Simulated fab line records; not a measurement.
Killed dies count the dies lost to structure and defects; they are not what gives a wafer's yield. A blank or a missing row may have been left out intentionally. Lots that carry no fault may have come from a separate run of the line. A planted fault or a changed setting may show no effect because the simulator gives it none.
fab line records	flow n5-finfet
record lots=11	wafers=33	last-day=17
route steps=1938 shown BEOL_M2@903 TV_OPEN@1890 PASSIVATION@1911
lots that met no fault: taken from a fault-free run of the same line
start-h: the number of hours between the record's first day and the start of the first shown wafer of the lot	wait-h: hours from the lot's prior step to this one	" the same as in the row above	L1.1+2: several wafers, shown together as one row	- either no value or no given start	* or withheld: withheld	< > ~ a bound
route shown NAME@n: names a module that has steps shown in the file, with the first one's number in the route	usual: mean/standard deviation taken from wafers without a fault	same: alike in all rows	chamber/n: place in a boat	sites: each site's reading	_std_site: standard deviation across them	_edge_site: outer sites' mean less inner sites'	radius-mm: for every site, how far away it sits from the centre of the wafer	mask NAME#n: copy n	behind: tool/chamber where the wafer was last shaped	hold: reason for holding the lot/hours on hold/outcome of the hold	device: names the non-switching transistor (n, p or np)	end of line: the same wafers' tests at the end of the route	for a step that has no rows: nothing shown but its recipe	killed: at the first sort, the dies lost to defects and structure; wafer yield is something else	map: per-die view of a wafer (x killed, . not killed, _ where there is no die)
set.NAME: the setting as run; set.NAME@STEP: as run at that earlier step	model.NAME: the simulator's own value behind a step, which no gauge read
the route's steps for a sample of lots (tables are steps, rows are wafers)
services: from which hour (start-h, from the record's first day; less than 0 if before it) a tool's chamber was out of use, for how many hours, and why
## steps
# step N5_BEOL_M2_CVD_47
# recipe material=Co	target-thk-a=30	temp-c=withheld	precursor=CCTBA/H2	pressure-torr=30	time-s=223.8
lot.wafer	tool	chamber	start-h	wait-h
L514.4+5+6	cvd-co-02	2,0,1	144.70	0.2
L516.2+4+6	cvd-co-02	2,1,0	152.15	0.1
L523.2+4+5	cvd-co-01	2,1,2	204.18	0.0
L524.2+4+5	cvd-co-02	2,1,2	207.22	0.0
L530.2+3+4	cvd-co-01	2,1,2	246.83	0.1
L529.1+3+5	cvd-co-01	0,2,0	247.23	0.1
L531.1+5+6	cvd-co-01	2,0,2	250.43	0.0
L533.1+3+5	cvd-co-02	0,1,0	258.51	0.0
L534.1+2+5	cvd-co-01	2,0,2	266.87	0.1
L536.1+3+5	cvd-co-01	2,1,1	272.02	0.1
L535.3+5+6	cvd-co-02	0,2,0	272.35	0.3
# step N5_PASSIVATION_ETCH_15
# recipe chemistry=CF4/N2	target=SiCN	target-depth-a=750	taper-deg=2	time-s=81.2	ion-energy-ev=150	mask-material=SiNx	pressure-mtorr=40	source-w=430	bias-w=70	Ar_flow_sccm=100	cf4-flow-sccm=60	n2-flow-sccm=60
# usual drypump-motor-current-A=5.7/0.4	oes-product-au=0.80/0.092	rf-vpp-V=382.8/2.2	showerhead-plenum-p-Torr=2.23/0.083	throttle-valve-pct=15.42/0.25
lot.wafer	tool	chamber	start-h	wait-h	drypump-motor-current-A	oes-product-au	rf-hours-counter-h	rf-vpp-V	showerhead-plenum-p-Torr	throttle-valve-pct
L514.4	rie-diel-04	0	-	-	5.1	0.73	-	381.9	2.10	15.69
L514.5	"	2	"	"	6.1	0.67	-	380.9	2.18	15.80
L514.6	"	3	"	"	5.9	0.89	-	385.8	2.33	15.07
L516.2	rie-diel-04	0	-	-	5.2	0.72	189	380.4	2.10	15.71
L516.4	"	3	"	"	5.9	0.88	-	385.5	2.33	15.09
L516.6	"	0	"	"	5.1	0.72	-	380.4	2.10	15.70
L523.2	rie-diel-05	0	-	-	6.3	1.02	2	384.8	2.36	15.16
L523.4	"	2	"	"	6.3	0.72	212	381.4	2.19	15.41
L523.5	"	3	"	"	6.1	0.68	-	381.7	2.26	15.69
L524.2	rie-diel-04	0	-	-	5.2	0.69	214	378.2	2.09	15.75
L524.4	"	2	"	"	6.1	0.95	15	380.9	2.18	15.34
L524.5	"	3	"	"	5.9	0.84	-	385.5	2.32	15.12
L530.2	rie-diel-03	3	-	-	5.7	0.82	70	382.5	2.24	15.25
L530.3	"	1	"	"	5.1	0.76	141	379.7	2.14	15.26
L530.4	"	0	"	"	5.8	0.77	148	383.6	2.29	15.57
L531.1	rie-diel-04	3	-	-	5.9	0.83	82	385.0	2.31	15.15
L531.5	"	2	"	"	6.1	0.94	-	381.2	2.17	15.33
L531.6	"	1	"	"	5.2	0.77	-	382.3	2.21	15.74
L529.1	rie-diel-04	2	-	-	6.1	0.91	31	382.5	2.17	15.34
L529.3	"	3	"	"	5.9	0.83	85	383.6	2.31	15.16
L529.5	"	2	"	"	6.1	0.92	-	379.7	2.17	15.35
L533.1	rie-diel-04	1	-	-	5.2	0.76	159	383.5	2.20	15.73
L533.3	"	2	"	"	6.1	0.93	31	382.5	2.17	15.35
L533.5	"	3	"	"	5.9	0.84	-	383.8	2.31	15.15
L536.1	rie-diel-05	1	-	-	5.8	0.70	245	381.4	2.18	15.80
L536.3	"	2	"	"	6.3	0.70	228	381.0	2.18	15.43
L536.5	"	2	"	"	6.3	0.70	-	382.1	2.18	15.45
L534.1	rie-diel-03	3	-	-	5.7	0.82	74	381.6	2.23	15.28
L534.2	"	1	"	"	5.1	0.75	145	381.4	2.13	15.28
L534.5	"	1	"	"	5.2	0.75	-	378.9	2.13	15.28
L535.3	rie-diel-04	3	-	-	5.9	0.82	-	384.8	2.31	15.17
L535.5	"	2	"	"	6.1	0.91	-	379.7	2.17	15.36
L535.6	"	3	"	"	5.9	0.82	-	385.7	2.31	15.17
# step N5_PASSIVATION_STRIP_34
# recipe chemistry=O2	power-w=600	temp-c=60	pressure-mtorr=30	rf-frequency-hz=6e+07	bias-power-w=0	overash-fraction=2	o2-flow-sccm=225
# usual drypump-motor-current-A=5.5/0.37	oes-product-au=0.81/0.098	rf-vpp-V=3.7/1.4	showerhead-plenum-p-Torr=2.12/0.058	throttle-valve-pct=16.60/0.26
lot.wafer	tool	chamber	start-h	wait-h	drypump-motor-current-A	oes-product-au	rf-hours-counter-h	rf-vpp-V	showerhead-plenum-p-Torr	throttle-valve-pct
L514.4	rie-diel-01	2	259.61	0.1	4.8	0.70	224	5.5	2.06	16.73
L514.5	"	3	"	"	5.2	0.70	-	4.9	2.07	16.73
L514.6	"	0	"	"	5.6	1.01	-	3.5	2.15	16.06
L516.2	rie-diel-06	1	267.45	0.1	5.6	0.71	232	3.6	2.18	16.71
L516.4	"	0	"	"	5.2	0.74	164	3.8	2.17	16.89
L516.6	"	2	"	"	4.9	0.71	-	3.0	2.16	16.54
L523.2	rie-diel-06	3	330.73	0.1	5.6	0.83	74	4.6	2.03	16.70
L523.4	"	3	"	"	5.6	0.85	-	2.4	2.03	16.69
L523.5	"	0	"	"	5.1	0.71	-	1.5	2.17	16.96
L524.2	rie-diel-01	1	340.81	0.1	6.1	0.75	146	4.4	2.09	16.65
L524.4	"	2	"	"	4.8	0.67	248	2.7	2.05	16.80
L524.5	"	3	"	"	5.3	0.91	-	2.4	2.06	16.23
L531.1	rie-diel-06	1	380.74	0.1	5.6	0.88	14	2.1	2.16	16.31
L531.5	"	3	"	"	5.6	0.82	-	2.4	2.02	16.73
L531.6	"	0	"	"	5.2	0.71	-	3.3	2.16	17.03
L530.2	rie-diel-02	1	381.05	0.2	5.7	0.98	11	4.2	2.16	16.55
L530.3	"	0	"	"	5.3	0.81	104	4.0	2.20	16.78
L530.4	"	3	"	"	5.8	0.68	217	5.3	2.07	16.98
L529.1	rie-diel-02	3	391.44	0.2	5.8	0.69	221	5.9	2.07	16.92
L529.3	"	0	"	"	5.2	0.81	108	3.6	2.20	16.74
L529.5	"	3	"	"	5.9	0.69	-	2.9	2.07	16.97
L533.1	rie-diel-06	3	391.60	0.1	5.6	0.82	96	3.4	2.02	16.74
L533.3	"	2	"	"	5.0	0.67	246	2.1	2.15	16.59
L533.5	"	3	"	"	5.6	0.82	-	3.8	2.02	16.74
L536.1	rie-diel-02	3	394.79	0.1	5.9	0.69	222	3.7	2.07	16.98
L536.3	"	0	"	"	5.2	0.80	109	3.1	2.20	16.80
L536.5	"	1	"	"	5.7	0.95	-	4.4	2.16	16.54
L534.1	rie-diel-01	1	395.84	0.1	6.2	0.74	169	3.0	2.08	16.69
L534.2	"	3	"	"	5.2	0.88	42	5.2	2.05	16.27
L534.5	"	3	"	"	5.2	0.87	-	3.3	2.05	16.27
L535.3	rie-diel-01	2	412.69	0.1	4.8	0.91	14	1.0	2.04	16.29
L535.5	"	2	"	"	4.8	0.88	-	2.0	2.04	16.31
L535.6	"	1	"	"	6.1	0.72	-	1.1	2.08	16.72
# step N5_PASSIVATION_CD_MEAS_44
# recipe target-cd-nm=40000	landing-energy-ev=500	detector=se-inlens
# usual cd-nm=40000/3.7
lot.wafer	tool	chamber	start-h	wait-h	cd-nm
L514.4	cd-sem-03	0	260.90	-	40004
L514.5	"	0	"	"	40004
L514.6	"	0	"	"	39998
L516.2	cd-sem-03	0	268.63	-	40005
L516.4	"	0	"	"	40002
L516.6	"	0	"	"	39999
L523.2	cd-sem-02	0	331.78	-	39997
L523.4	"	0	"	"	39995
L523.5	"	0	"	"	39996
L524.2	cd-sem-01	0	341.89	-	39994
L524.4	"	0	"	"	39999
L524.5	"	0	"	"	40000
L531.1	cd-sem-03	0	381.91	-	39997
L531.5	"	0	"	"	39995
L531.6	"	0	"	"	40001
L530.2	cd-sem-03	0	382.09	-	39997
L530.3	"	0	"	"	39997
L530.4	"	0	"	"	39997
L529.1	cd-sem-01	0	392.48	-	39995
L529.3	"	0	"	"	39996
L529.5	"	0	"	"	39991
L533.1	cd-sem-01	0	392.80	-	40002
L533.3	"	0	"	"	39998
L533.5	"	0	"	"	40004
L536.1	cd-sem-01	0	395.84	-	39996
L536.3	"	0	"	"	40003
L536.5	"	0	"	"	40004
L534.1	cd-sem-02	0	397.02	-	40003
L534.2	"	0	"	"	40007
L534.5	"	0	"	"	39999
L535.3	cd-sem-02	0	413.74	-	39997
L535.5	"	0	"	"	40002
L535.6	"	0	"	"	40003
# step N5_PASSIVATION_PROBE_49
# usual defect-limited-yield=91.3/1.5	killed_at_M0_to_M3=34/10	killed_at_M4_up=13/4.9	killed-at-contacts=13/6.1	killed-at-front-end=39/13	killed-at-other=4.1/2.7	killed-dies=103/18	killed-open=68/13	killed-short=32/7.6	sort_bin_5_function=5.2/1	sort_bin_6_memory=3.2/0.75	sort-n-pass=1077/18	sort-yield-pct=91.3/1.5
# same gross-dies=1180	killed-at-back-side=0	sort_bin_4_leakage[%]=0	sort_bin_8_speed[%]=0
lot.wafer	tool	chamber	start-h	wait-h	defect-limited-yield[%]	killed_at_M0_to_M3	killed_at_M4_up	killed-at-contacts	killed-at-front-end	killed-at-other	killed-dies	killed-open	killed-short	sort_bin_5_function[%]	sort_bin_6_memory[%]	sort-n-pass	sort-yield-pct[%]
L523.2	prober-01	-	334.97	0.1	90.3	45	14	9	42	5	115	71	37	5.6	3.9	1065	90.3
L523.4	prober-01	-	335.07	0.2	89.4	44	13	14	45	9	125	68	52	5.2	4.7	1055	89.4
L523.5	prober-01	-	335.12	0.2	92.6	41	16	5	22	3	87	57	28	4.1	3.1	1093	92.6
L524.2	prober-02	-	345.38	0.1	79.2	187	15	9	28	7	246	61	34	12.0	4.9	934	79.2
L524.4	prober-02	-	345.48	0.2	91.4	31	13	16	37	5	102	67	31	5.3	3.1	1078	91.4
L524.5	prober-02	-	345.53	0.2	79.9	191	6	11	26	3	237	51	39	11.9	3.5	943	79.9
# killed by level:class
L523.2 BEOL_M0_SAQP:geometric-particle:short=11 BEOL_M1:geometric-particle:open=9 BEOL_M2:geometric-particle:open=8 STARTING-WAFER:geometric-particle:open=6 STI_FIN_REVEAL:geometric-particle:open=5 MOL_CONTACT_COAG:geometric-particle:open=5 FIN_SAQP:geometric-particle:open=4 DUMMY_GATE:geometric-particle:open=4
L523.4 BEOL_M0_SAQP:geometric-particle:short=18 FIN_SAQP:geometric-particle:short=17 MOL_CONTACT_COAG:geometric-particle:open=11 FIN_SAQP:geometric-particle:open=7 BEOL_M0_SAQP:geometric-particle:open=7 STARTING-WAFER:geometric-particle:short=6 BEOL_M4:geometric-particle:open=6 BEOL_M1:geometric-particle:open=5
L523.5 BEOL_M1:geometric-particle:open=10 BEOL_M0_SAQP:geometric-particle:open=8 FIN_SAQP:geometric-particle:short=6 BEOL_M4:geometric-particle:open=6 FIN_SAQP:geometric-particle:open=5 MOL_CONTACT_COAG:geometric-particle:open=5 BEOL_M0_SAQP:geometric-particle:short=5 BEOL_M2:geometric-particle:open=5
L524.2 BEOL_M2:unspecified=149 BEOL_M1:geometric-particle:open=8 MOL_CONTACT_COAG:geometric-particle:open=7 BEOL_M0_SAQP:geometric-particle:open=7 BEOL_M0_SAQP:geometric-particle:short=7 FIN_SAQP:geometric-particle:short=6 BEOL_M3:geometric-particle:open=6 STI_FIN_REVEAL:geometric-particle:open=5
L524.4 MOL_CONTACT_COAG:geometric-particle:open=13 BEOL_M0_SAQP:geometric-particle:short=9 BEOL_M1:geometric-particle:open=8 BEOL_M4:geometric-particle:open=8 FIN_SAQP:geometric-particle:short=7 DUMMY_GATE:geometric-particle:open=6 FIN_SAQP:geometric-particle:open=5 GATE_CUT:geometric-particle:open=5
L524.5 BEOL_M2:unspecified=145 BEOL_M3:geometric-particle:open=12 BEOL_M0_SAQP:geometric-particle:open=11 BEOL_M0_SAQP:geometric-particle:short=10 BEOL_M1:geometric-particle:open=7 STI_FIN_REVEAL:geometric-particle:open=6 MOL_CONTACT_COAG:geometric-particle:short=6 MOL_CONTACT_COAG:geometric-particle:open=5
## services
tool	chamber	start-h	hours	kind
cvd-co-02	-	125.53	1.3	repair
rie-diel-06	-	127.99	14.6	pm
cvd-co-01	-	142.56	2.3	repair
rie-diel-04	2	157.27	4.0	repair
cvd-co-02	2	172.43	19.2	repair
rie-diel-01	1	191.40	6.2	repair
rie-diel-04	3	192.54	5.8	repair
rie-diel-06	2	200.16	11.6	repair
rie-diel-06	1	236.41	28.9	repair
rie-diel-04	0	237.79	3.5	repair
rie-diel-01	-	239.89	2.8	pm
cvd-co-02	-	244.38	6.9	pm
rie-diel-04	1	248.31	9.3	repair
cvd-co-02	0	276.16	15.7	repair
cvd-co-02	-	281.38	2.8	pm
rie-diel-04	1	284.76	2.5	repair
cvd-co-02	1	298.47	8.3	repair
cvd-co-02	-	309.53	1.8	repair
cvd-co-01	1	321.41	18.7	repair
rie-diel-04	3	324.90	6.0	repair
cvd-co-01	2	349.22	6.2	repair
rie-diel-04	0	395.16	15.4	repair
rie-diel-04	1	408.02	4.9	repair
rie-diel-04	-	411.61	0.4	repair
## key
first-sign step=N5_PASSIVATION_PROBE_49	reading=killed_at_M0_to_M3	direction=up	sigmas=15	usual=34	struck=189
effect step=N5_PASSIVATION_PROBE_49	reading=defect-limited-yield	direction=down	sigmas=7.6	usual=91.3	struck=79.5
more-kills-born-at N5_BEOL_M2_CVD_47@cvd-co-02=294
met-at N5_BEOL_M2_CVD_47
struck-lots L524
struck-wafers L524.2,L524.5
not-acting-at N5_PASSIVATION_ETCH_15,N5_PASSIVATION_STRIP_34,N5_PASSIVATION_CD_MEAS_44
onset-between 152.15 207.22
fault kind=chamber-particle-source	tool=cvd-co-02	chamber=2	onset-h=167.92	steps=N5_BEOL_M2_CVD_47	rate-per-visit-cm2=1.812	end-h=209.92
